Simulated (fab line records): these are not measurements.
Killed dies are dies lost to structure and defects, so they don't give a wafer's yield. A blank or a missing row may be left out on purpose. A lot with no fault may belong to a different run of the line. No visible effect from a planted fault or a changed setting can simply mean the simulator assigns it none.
The tool behind it: which one? :: flow nand-harc :: 12 lots, 36 wafers sampled, at 6 steps of a route of 1159

## WHAT THE GAUGES READ, wafer by wafer
NHARC_P_M0_INSPECT_27. Usual: 310 for raw-defect-count, sd 110.
lot: L159
measured: day 6 08:13
on: defect-inspect-02
raw-defect-count: 576 451 280
flag: 

lot: L162
measured: day 6 21:41
on: defect-inspect-02
raw-defect-count: 451 233 180
flag: 

lot: L160
measured: day 6 22:14
on: defect-inspect-02
raw-defect-count: 541 414 528
flag: 

lot: L163
measured: day 7 08:08
on: defect-inspect-01
raw-defect-count: 394 236 327
flag: 

lot: L169
measured: day 8 11:26
on: defect-inspect-01
raw-defect-count: 420 401 205
flag: 

lot: L167
measured: day 8 12:04
on: defect-inspect-02
raw-defect-count: 278 387 513
flag: 

lot: L173
measured: day 9 10:48
on: defect-inspect-02
raw-defect-count: 255 141 200
flag: 

lot: L172
measured: day 9 11:12
on: defect-inspect-02
raw-defect-count: 190 475 205
flag: 

lot: L174
measured: day 10 06:32
on: defect-inspect-02
raw-defect-count: 180 209 368
flag: 

lot: L176
measured: day 10 12:55
on: defect-inspect-01
raw-defect-count: 181 249 210
flag: 

lot: L179
measured: day 11 13:25
on: defect-inspect-01
raw-defect-count: 210 250 284
flag: 

lot: L181
measured: day 11 13:28
on: defect-inspect-01
raw-defect-count: 296 325 343
flag: 

NHARC_P_M1_CD_MEAS_09: target cd 130 nm. Usual: 130.0 nm for cd-nm, sd 0.76.
lot: L159
measured: day 6 09:36
on: cd-sem-03
cd-nm (nm): 130.6 128.4 130.4
flag: 

lot: L162
measured: day 6 23:06
on: cd-sem-03
cd-nm (nm): 129.5 129.4 130.3
flag: 

lot: L160
measured: day 6 23:43
on: cd-sem-01
cd-nm (nm): 129.8 129.8 129.6
flag: 

lot: L163
measured: day 7 09:32
on: cd-sem-01
cd-nm (nm): 130.6 130.1 131.0
flag: 

lot: L169
measured: day 8 12:50
on: cd-sem-02
cd-nm (nm): 150.8 151.8 152.3
flag: OFF

lot: L167
measured: day 8 13:28
on: cd-sem-03
cd-nm (nm): 150.6 150.3 151.7
flag: OFF

lot: L173
measured: day 9 12:26
on: cd-sem-03
cd-nm (nm): 131.0 129.5 129.9
flag: 

lot: L172
measured: day 9 12:46
on: cd-sem-03
cd-nm (nm): 129.7 130.6 130.1
flag: 

lot: L174
measured: day 10 07:55
on: cd-sem-01
cd-nm (nm): 129.2 131.2 129.9
flag: 

lot: L176
measured: day 10 14:12
on: cd-sem-01
cd-nm (nm): 129.3 129.8 130.6
flag: 

lot: L179
measured: day 11 14:41
on: cd-sem-03
cd-nm (nm): 128.8 130.1 131.0
flag: 

lot: L181
measured: day 11 14:53
on: cd-sem-03
cd-nm (nm): 130.4 130.0 129.6
flag: 

NHARC_P_M1_OVL_MEAS_10: pitch 260 nm. Usual: overlay-x-nm -0.1 nm, standard deviation 0.85; overlay-y-nm 0.0 nm, standard deviation 0.91.
lot: L159
measured: day 6 09:41
on: overlay-01
overlay-x-nm (nm): 1.2 0.8 0.7
overlay-y-nm (nm): 0.8 1.1 0.9
flag: 

lot: L162
measured: day 6 23:11
on: overlay-01
overlay-x-nm (nm): 0.1 0.1 0.1
overlay-y-nm (nm): 0.8 1.3 1.5
flag: 

lot: L160
measured: day 6 23:48
on: overlay-01
overlay-x-nm (nm): -0.7 -1.1 -0.7
overlay-y-nm (nm): 0.7 0.6 0.1
flag: 

lot: L163
measured: day 7 09:37
on: overlay-01
overlay-x-nm (nm): -0.1 -0.3 0.3
overlay-y-nm (nm): 0.0 -0.9 0.2
flag: 

lot: L169
measured: day 8 12:56
on: overlay-02
overlay-x-nm (nm): 1.3 1.1 0.4
overlay-y-nm (nm): 1.8 1.5 0.9
flag: 

lot: L167
measured: day 8 13:33
on: overlay-01
overlay-x-nm (nm): -0.4 -0.8 -1.1
overlay-y-nm (nm): -0.6 -0.9 -0.5
flag: 

lot: L173
measured: day 9 12:32
on: overlay-02
overlay-x-nm (nm): 1.2 0.5 0.4
overlay-y-nm (nm): -0.4 -0.3 -0.3
flag: 

lot: L172
measured: day 9 12:52
on: overlay-02
overlay-x-nm (nm): -1.1 -0.5 -1.0
overlay-y-nm (nm): -0.8 -0.8 -1.0
flag: 

lot: L174
measured: day 10 08:00
on: overlay-01
overlay-x-nm (nm): 0.3 0.1 0.4
overlay-y-nm (nm): 0.5 0.1 0.2
flag: 

lot: L176
measured: day 10 14:17
on: overlay-02
overlay-x-nm (nm): 0.6 0.2 0.0
overlay-y-nm (nm): -2.3 -2.1 -2.1
flag: 

lot: L179
measured: day 11 14:46
on: overlay-02
overlay-x-nm (nm): -0.4 0.1 -0.1
overlay-y-nm (nm): -1.0 -1.4 -1.0
flag: 

lot: L181
measured: day 11 14:59
on: overlay-01
overlay-x-nm (nm): -0.9 -0.5 -1.6
overlay-y-nm (nm): -0.5 -0.5 -0.8
flag: 

NHARC_P_M1_INSPECT_11. Usual: 3.8 for raw-defect-count, sd 2.3.
lot: L159
measured: day 6 09:44
on: defect-inspect-02
raw-defect-count: 2 8 5
flag: 

lot: L162
measured: day 6 23:13
on: defect-inspect-02
raw-defect-count: 4 2 3
flag: 

lot: L160
measured: day 6 23:50
on: defect-inspect-01
raw-defect-count: 4 2 4
flag: 

lot: L163
measured: day 7 09:40
on: defect-inspect-02
raw-defect-count: 0 1 2
flag: 

lot: L169
measured: day 8 12:58
on: defect-inspect-02
raw-defect-count: 4 6 3
flag: 

lot: L167
measured: day 8 13:35
on: defect-inspect-02
raw-defect-count: 4 5 4
flag: 

lot: L173
measured: day 9 12:34
on: defect-inspect-02
raw-defect-count: 8 4 4
flag: 

lot: L172
measured: day 9 12:53
on: defect-inspect-01
raw-defect-count: 4 2 2
flag: 

lot: L174
measured: day 10 08:02
on: defect-inspect-02
raw-defect-count: 4 10 2
flag: 

lot: L176
measured: day 10 14:19
on: defect-inspect-01
raw-defect-count: 7 4 4
flag: 

lot: L179
measured: day 11 14:49
on: defect-inspect-02
raw-defect-count: 5 2 6
flag: 

lot: L181
measured: day 11 15:01
on: defect-inspect-02
raw-defect-count: 4 8 1
flag: 

NHARC_END_SORT_01. Usual: defect-limited-yield 95.3 %, standard deviation 1.6; killed-at-array 28, standard deviation 11; killed-at-other 0.5, standard deviation 0.87; killed-at-periphery 2.9, standard deviation 2.2; killed-dies 32, standard deviation 11; killed-open 3.2, standard deviation 1.9; killed-short 1.8, standard deviation 1.4; sort_bin_2_pct 1.5 %, standard deviation 0.62; sort_bin_3_pct 0.22 %, standard deviation 0.18; sort_bin_4_pct 3.0 %, standard deviation 1.1; sort-n-pass 645, standard deviation 11; sort-rim-yield-pct 96.1 %, standard deviation 2.4; sort-yield-pct 95.3 %, standard deviation 1.6.
lot: L159
measured: day 19 15:26
on: prober-01
defect-limited-yield (%): 95.0 97.0 96.0
killed-at-array: 29 17 22
killed-at-other: 2 0 0
killed-at-periphery: 3 3 5
killed-dies: 34 20 27
killed-open: 4 1 4
killed-short: 5 1 3
sort_bin_2_pct (%): 1.3 1.3 1.3
sort_bin_3_pct (%): 0.15 0.15 0.15
sort_bin_4_pct (%): 3.5 1.5 2.5
sort-n-pass: 643 657 650
sort-rim-yield-pct (%): 93.4 98.1 92.5
sort-yield-pct (%): 95.0 97.0 96.0
flag: 

lot: L162
measured: day 20 00:14
on: prober-02
defect-limited-yield (%): 97.9 97.6 97.5
killed-at-array: 11 11 13
killed-at-other: 1 2 0
killed-at-periphery: 2 3 4
killed-dies: 14 16 17
killed-open: 2 0 4
killed-short: 2 2 0
sort_bin_2_pct (%): 0.3 0.7 0.7
sort_bin_3_pct (%): 0.15 0 0
sort_bin_4_pct (%): 1.6 1.6 1.8
sort-n-pass: 663 661 660
sort-rim-yield-pct (%): 97.2 95.3 96.2
sort-yield-pct (%): 97.9 97.6 97.5
flag: 

lot: L160
measured: day 19 16:14
on: prober-02
defect-limited-yield (%): 95.1 96.6 96.8
killed-at-array: 27 21 19
killed-at-other: 1 1 0
killed-at-periphery: 5 1 3
killed-dies: 33 23 22
killed-open: 4 3 4
killed-short: 1 1 3
sort_bin_2_pct (%): 2.2 0.6 1.6
sort_bin_3_pct (%): 0.30 0 0
sort_bin_4_pct (%): 2.4 2.8 1.6
sort-n-pass: 644 654 655
sort-rim-yield-pct (%): 95.3 98.1 99.1
sort-yield-pct (%): 95.1 96.6 96.8
flag: 

lot: L163
measured: day 21 05:05
on: prober-01
defect-limited-yield (%): 96.6 96.9 95.3
killed-at-array: 20 21 27
killed-at-other: 0 0 0
killed-at-periphery: 3 0 5
killed-dies: 23 21 32
killed-open: 3 3 7
killed-short: 3 2 4
sort_bin_2_pct (%): 0.6 0.6 1.6
sort_bin_3_pct (%): 0.30 0 0.44
sort_bin_4_pct (%): 2.5 2.5 2.7
sort-n-pass: 654 656 645
sort-rim-yield-pct (%): 95.3 100.0 95.3
sort-yield-pct (%): 96.6 96.9 95.3
flag: 

lot: L169
measured: day 21 12:09
on: prober-02
defect-limited-yield (%): 92.9 94.4 93.4
killed-at-array: 43 32 41
killed-at-other: 0 0 0
killed-at-periphery: 5 6 4
killed-dies: 48 38 45
killed-open: 5 7 9
killed-short: 4 3 3
sort_bin_2_pct (%): 1.6 1.9 2.8
sort_bin_3_pct (%): 0.44 0.59 0
sort_bin_4_pct (%): 5.0 3.1 3.8
sort-n-pass: 629 639 632
sort-rim-yield-pct (%): 94.3 97.2 95.3
sort-yield-pct (%): 92.9 94.4 93.4
flag: 

lot: L167
measured: day 22 06:53
on: prober-01
defect-limited-yield (%): 94.7 95.4 96.8
killed-at-array: 27 20 20
killed-at-other: 0 0 0
killed-at-periphery: 9 11 2
killed-dies: 36 31 22
killed-open: 4 6 2
killed-short: 0 0 1
sort_bin_2_pct (%): 1.2 1.2 0.7
sort_bin_3_pct (%): 0.44 0.30 0
sort_bin_4_pct (%): 3.7 3.1 2.5
sort-n-pass: 641 646 655
sort-rim-yield-pct (%): 90.6 96.2 98.1
sort-yield-pct (%): 94.7 95.4 96.8
flag: 

lot: L173
measured: day 22 12:19
on: prober-01
defect-limited-yield (%): 91.6 91.6 91.6
killed-at-array: 54 52 54
killed-at-other: 1 2 0
killed-at-periphery: 2 3 3
killed-dies: 57 57 57
killed-open: 5 2 4
killed-short: 1 2 3
sort_bin_2_pct (%): 3.0 2.5 3.0
sort_bin_3_pct (%): 0.59 0.59 0.30
sort_bin_4_pct (%): 4.9 5.3 5.2
sort-n-pass: 620 620 620
sort-rim-yield-pct (%): 92.5 94.3 94.3
sort-yield-pct (%): 91.6 91.6 91.6
flag: 

lot: L172
measured: day 22 12:06
on: prober-02
defect-limited-yield (%): 97.3 98.2 97.0
killed-at-array: 16 10 15
killed-at-other: 0 0 0
killed-at-periphery: 2 2 5
killed-dies: 18 12 20
killed-open: 4 2 7
killed-short: 0 2 3
sort_bin_2_pct (%): 0.7 0.6 0.6
sort_bin_3_pct (%): 0 0.15 0
sort_bin_4_pct (%): 1.9 1.0 2.4
sort-n-pass: 659 665 657
sort-rim-yield-pct (%): 98.1 98.1 96.2
sort-yield-pct (%): 97.3 98.2 97.0
flag: 

lot: L174
measured: day 23 17:27
on: prober-02
defect-limited-yield (%): 93.4 92.8 93.9
killed-at-array: 41 39 36
killed-at-other: 1 2 1
killed-at-periphery: 3 8 4
killed-dies: 45 49 41
killed-open: 2 4 3
killed-short: 5 2 0
sort_bin_2_pct (%): 2.4 2.8 2.1
sort_bin_3_pct (%): 0.44 0.30 0.15
sort_bin_4_pct (%): 3.8 4.1 3.8
sort-n-pass: 632 628 636
sort-rim-yield-pct (%): 96.2 96.2 99.1
sort-yield-pct (%): 93.4 92.8 93.9
flag: 

lot: L176
measured: day 23 17:22
on: prober-01
defect-limited-yield (%): 96.9 96.3 97.6
killed-at-array: 15 22 12
killed-at-other: 1 0 2
killed-at-periphery: 5 3 2
killed-dies: 21 25 16
killed-open: 4 0 0
killed-short: 2 2 1
sort_bin_2_pct (%): 0.9 1.0 0.7
sort_bin_3_pct (%): 0.15 0.15 0
sort_bin_4_pct (%): 2.1 2.5 1.6
sort-n-pass: 656 652 661
sort-rim-yield-pct (%): 97.2 97.2 98.1
sort-yield-pct (%): 96.9 96.3 97.6
flag: 

lot: L179
measured: day 24 19:07
on: prober-01
defect-limited-yield (%): 96.0 96.9 95.7
killed-at-array: 23 18 24
killed-at-other: 0 1 2
killed-at-periphery: 4 2 3
killed-dies: 27 21 29
killed-open: 8 4 5
killed-short: 0 0 0
sort_bin_2_pct (%): 0.9 0.9 0.9
sort_bin_3_pct (%): 0.15 0.15 0.15
sort_bin_4_pct (%): 3.0 2.1 3.2
sort-n-pass: 650 656 648
sort-rim-yield-pct (%): 98.1 95.3 97.2
sort-yield-pct (%): 96.0 96.9 95.7
flag: 

lot: L181
measured: day 25 08:26
on: prober-01
defect-limited-yield (%): 93.6 95.3 93.5
killed-at-array: 41 29 40
killed-at-other: 0 0 1
killed-at-periphery: 2 3 3
killed-dies: 43 32 44
killed-open: 2 0 4
killed-short: 1 4 2
sort_bin_2_pct (%): 1.6 1.2 2.5
sort_bin_3_pct (%): 0.30 0.59 0.44
sort_bin_4_pct (%): 4.4 3.0 3.5
sort-n-pass: 634 645 633
sort-rim-yield-pct (%): 97.2 91.5 90.6
sort-yield-pct (%): 93.6 95.3 93.5
flag: 

## WHICH TOOL RAN EACH LOT (tool, then ch and the chambers of the sampled wafers, then the start)
lot: L159
NHARC_P_M1_PEB_07: litho-track-04 ch 0, day 6 09:31

lot: L162
NHARC_P_M1_PEB_07: litho-track-06 ch 0, day 6 23:01

lot: L160
NHARC_P_M1_PEB_07: litho-track-01 ch 0, day 6 23:38

lot: L163
NHARC_P_M1_PEB_07: litho-track-04 ch 0, day 7 09:27

lot: L169
NHARC_P_M1_PEB_07: litho-track-04 ch 0, day 8 12:46

lot: L167
NHARC_P_M1_PEB_07: litho-track-04 ch 0, day 8 13:23

lot: L173
NHARC_P_M1_PEB_07: litho-track-06 ch 0, day 9 12:22

lot: L172
NHARC_P_M1_PEB_07: litho-track-06 ch 0, day 9 12:41

lot: L174
NHARC_P_M1_PEB_07: litho-track-01 ch 0, day 10 07:50

lot: L176
NHARC_P_M1_PEB_07: litho-track-06 ch 0, day 10 14:07

lot: L179
NHARC_P_M1_PEB_07: litho-track-01 ch 0, day 11 14:36

lot: L181
NHARC_P_M1_PEB_07: litho-track-06 ch 0, day 11 14:49
- NHARC_P_M1_PEB_07: peb time 65 s.

## WHAT THE TOOLS THEMSELVES READ (means of the sampled wafers that have a number; where no wafer has one, the mark that the record gives instead)
NHARC_P_M1_PEB_07. Usual: heater-power-total-W 156.5 W, standard deviation 0.41; plate-temp-C 100.00 C, standard deviation 0.12.
lot: L159
tool: litho-track-04
heater-power-total-W (W): 156.9
plate-temp-C (C): 100.06
flag: 

lot: L162
tool: litho-track-06
heater-power-total-W (W): 156.4
plate-temp-C (C): 100.10
flag: 

lot: L160
tool: litho-track-01
heater-power-total-W (W): 157.1
plate-temp-C (C): 99.97
flag: 

lot: L163
tool: litho-track-04
heater-power-total-W (W): 156.4
plate-temp-C (C): 100.05
flag: 

lot: L169
tool: litho-track-04
heater-power-total-W (W): 171.8
plate-temp-C (C): 107.05
flag: OFF

lot: L167
tool: litho-track-04
heater-power-total-W (W): 171.7
plate-temp-C (C): 106.99
flag: OFF

lot: L173
tool: litho-track-06
heater-power-total-W (W): 156.8
plate-temp-C (C): 100.20
flag: 

lot: L172
tool: litho-track-06
heater-power-total-W (W): 156.4
plate-temp-C (C): 99.90
flag: 

lot: L174
tool: litho-track-01
heater-power-total-W (W): 156.9
plate-temp-C (C): 99.82
flag: 

lot: L176
tool: litho-track-06
heater-power-total-W (W): 156.4
plate-temp-C (C): 100.05
flag: 

lot: L179
tool: litho-track-01
heater-power-total-W (W): 156.9
plate-temp-C (C): 100.07
flag: 

lot: L181
tool: litho-track-06
heater-power-total-W (W): 156.9
plate-temp-C (C): 99.86
flag: 

## THE ANSWER, worked out from the rows above alone
Rule: take the mean of a lot's wafers that have a number; if it is more than 3 standard deviations from the usual mean, the lot is off. Also off: a lot with no number at a reading for which 4 or more lots have one. All remaining lots with rows at the step are treated as sound. After the gauges, taken in route order, come the tools' own readings; for these a lot's mean is taken, as printed above. At the first step where some lot is off, the reading lying furthest off is the one used; lots without a number count as furthest.
Off: L169, L167 (NHARC_P_M1_CD_MEAS_09, cd-nm).
If a tool, at a process step before that reading, ran all the lots that are off and no sound lot after the first of them, it fits. The gauges at NHARC_P_M1_CD_MEAS_09 aren't tried: what is off there is off at NHARC_P_M1_PEB_07 too, on other tools, and a gauge's error can't cause that. One candidate fits, namely litho-track-04 at NHARC_P_M1_PEB_07. Its last sound lot is L163 (day 7 09:27), its first lot that is off L169 (day 8 12:46): a fault that began between those two fits.
The tool's own readings at NHARC_P_M1_PEB_07 bear it out: on the lots that are off they differ by more than 5 times the standard deviation of the sound lots' means. heater-power-total-W reads 171.8 W there against 156.7 W on the sound lots; plate-temp-C reads 107.02 C there against 100.01 C on the sound lots.

## WHAT HAD BEEN PUT IN BY THE SIMULATOR
Process parameters drifting: litho-track-04 at NHARC_P_M1_PEB_07, beginning at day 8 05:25. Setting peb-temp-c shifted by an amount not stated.
Shown lots that were struck: L169, L167. This agrees with what the rule above found.
